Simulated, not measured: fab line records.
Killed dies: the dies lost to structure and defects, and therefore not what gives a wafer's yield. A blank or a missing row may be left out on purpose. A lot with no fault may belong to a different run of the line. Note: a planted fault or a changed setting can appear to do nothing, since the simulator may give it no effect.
Split-lot study + flow n5 finfet + 7 lots, 39 wafers read, on a route of 1938 steps

THE SPLIT ITSELF
At N5_FIN_SAQP_EXPOSE_13 (exposes mask FIN CORE, target cd 35.6 nm), the setting dose mj was moved away from the recipe's 63.25 on 15 of the 39 wafers read, by -6.9% to +7.2%. All remaining wafers had this setting at the recipe value.

FROM THE SPLIT TO THE READING: what the file shows between them, 2 steps
- N5_FIN_SAQP_PEB_14: peb time 60 s
- N5_FIN_SAQP_DEVELOP_15: develop time 30 s

THE READING
Shown in nm: cd nm at N5_FIN_SAQP_CD_MEAS_16, with target cd 35.6 nm. On this fab line, fault-free wafers typically give 35.54 nm with a standard deviation of 0.26 nm.

| wafer  | tool, chamber at the split | dose mj as run | against the recipe | cd nm, nm | against lot-mates on the recipe |
|--------|----------------------------|----------------|--------------------|-----------|---------------------------------|
| L075.1 | arfi scanner-01, 0         | 67.78          | +7.2%              | 33.41     | -2.03                           |
| L075.2 | arfi scanner-01, 0         | 67.78          | +7.2%              | 33.78     | -1.66                           |
| L075.3 | arfi scanner-01, 0         | 67.78          | +7.2%              | 33.31     | -2.13                           |
| L075.4 | arfi scanner-01, 0         | 63.25          | recipe             | 35.15     | -                               |
| L075.5 | arfi scanner-01, 0         | 63.25          | recipe             | 35.43     | -                               |
| L075.6 | arfi scanner-01, 0         | 63.25          | recipe             | 35.73     | -                               |
| L078.1 | arfi scanner-03, 0         | 63.25          | recipe             | 35.52     | -                               |
| L078.2 | arfi scanner-03, 0         | 59.38          | -6.1%              | 37.30     | +1.73                           |
| L078.3 | arfi scanner-03, 0         | 59.38          | -6.1%              | 37.33     | +1.76                           |
| L078.4 | arfi scanner-03, 0         | 63.25          | recipe             | 35.82     | -                               |
| L078.5 | arfi scanner-03, 0         | 63.25          | recipe             | 35.36     | -                               |
| L078.6 | arfi scanner-03, 0         | 59.38          | -6.1%              | 37.66     | +2.09                           |
| L081.1 | arfi scanner-03, 0         | 58.87          | -6.9%              | 37.70     | +1.95                           |
| L081.2 | arfi scanner-03, 0         | 63.25          | recipe             | 35.53     | -                               |
| L081.3 | arfi scanner-03, 0         | 63.25          | recipe             | 35.87     | -                               |
| L081.4 | arfi scanner-03, 0         | 58.87          | -6.9%              | 37.64     | +1.89                           |
| L081.5 | arfi scanner-03, 0         | 58.87          | -6.9%              | 37.18     | +1.43                           |
| L081.6 | arfi scanner-03, 0         | 63.25          | recipe             | 35.85     | -                               |
| L082.1 | arfi scanner-01, 0         | 63.25          | recipe             | 35.60     | -                               |
| L082.2 | arfi scanner-01, 0         | 61.97          | -2.0%              | 35.78     | +0.41                           |
| L082.3 | arfi scanner-01, 0         | 63.25          | recipe             | 35.30     | -                               |
| L082.4 | arfi scanner-01, 0         | 63.25          | recipe             | 35.22     | -                               |
| L082.5 | arfi scanner-01, 0         | 61.97          | -2.0%              | 35.83     | +0.46                           |
| L082.6 | arfi scanner-01, 0         | 61.97          | -2.0%              | 36.31     | +0.94                           |
| L086.3 | arfi scanner-02, 0         | 63.25          | recipe             | 36.13     | -                               |
| L086.4 | arfi scanner-02, 0         | 63.25          | recipe             | 35.65     | -                               |
| L086.6 | arfi scanner-02, 0         | 63.25          | recipe             | 35.92     | -                               |
| L089.1 | arfi scanner-02, 0         | 63.25          | recipe             | 35.18     | -                               |
| L089.2 | arfi scanner-02, 0         | 63.25          | recipe             | 35.71     | -                               |
| L089.3 | arfi scanner-02, 0         | 63.25          | recipe             | 35.20     | -                               |
| L089.4 | arfi scanner-02, 0         | 63.25          | recipe             | 35.59     | -                               |
| L089.5 | arfi scanner-02, 0         | 63.25          | recipe             | 35.23     | -                               |
| L089.6 | arfi scanner-02, 0         | 63.25          | recipe             | 35.23     | -                               |
| L091.1 | arfi scanner-03, 0         | 63.25          | recipe             | 36.06     | -                               |
| L091.2 | arfi scanner-03, 0         | 63.25          | recipe             | 35.70     | -                               |
| L091.3 | arfi scanner-03, 0         | 63.25          | recipe             | 35.36     | -                               |
| L091.4 | arfi scanner-03, 0         | 64.62          | +2.2%              | 34.88     | -0.83                           |
| L091.5 | arfi scanner-03, 0         | 64.62          | +2.2%              | 34.99     | -0.72                           |
| L091.6 | arfi scanner-03, 0         | 64.62          | +2.2%              | 34.82     | -0.89                           |

FIT RESULTS
A straight line over all 39 wafers: cd nm changes by -0.289 nm for each +1% of dose mj; r = -0.96; the points scatter about the line by 0.27 nm.
The same after taking each lot's own level away (the mean of its wafers on the recipe; 39 wafers): -0.278 nm for each +1%; r = -0.97; scatter 0.23 nm.
The reading moves by 2 nm for the largest change in dose mj, on that fit.
The span of the lots' own levels, 35.357 to 35.900 nm, comes to 2.1 times the standard deviation stated above.
The two slopes agree, so the slope changes little with the lot-to-lot level.
Check: with one of the wafers moved furthest among these (+7.2%) left out of the fit, the line predicts -2 nm for it against its lot-mates. Against them it came out at -2.03 nm.

FILE'S OWN FIT
cd nm changes by -0.278 nm for each +1% of dose mj, r = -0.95.
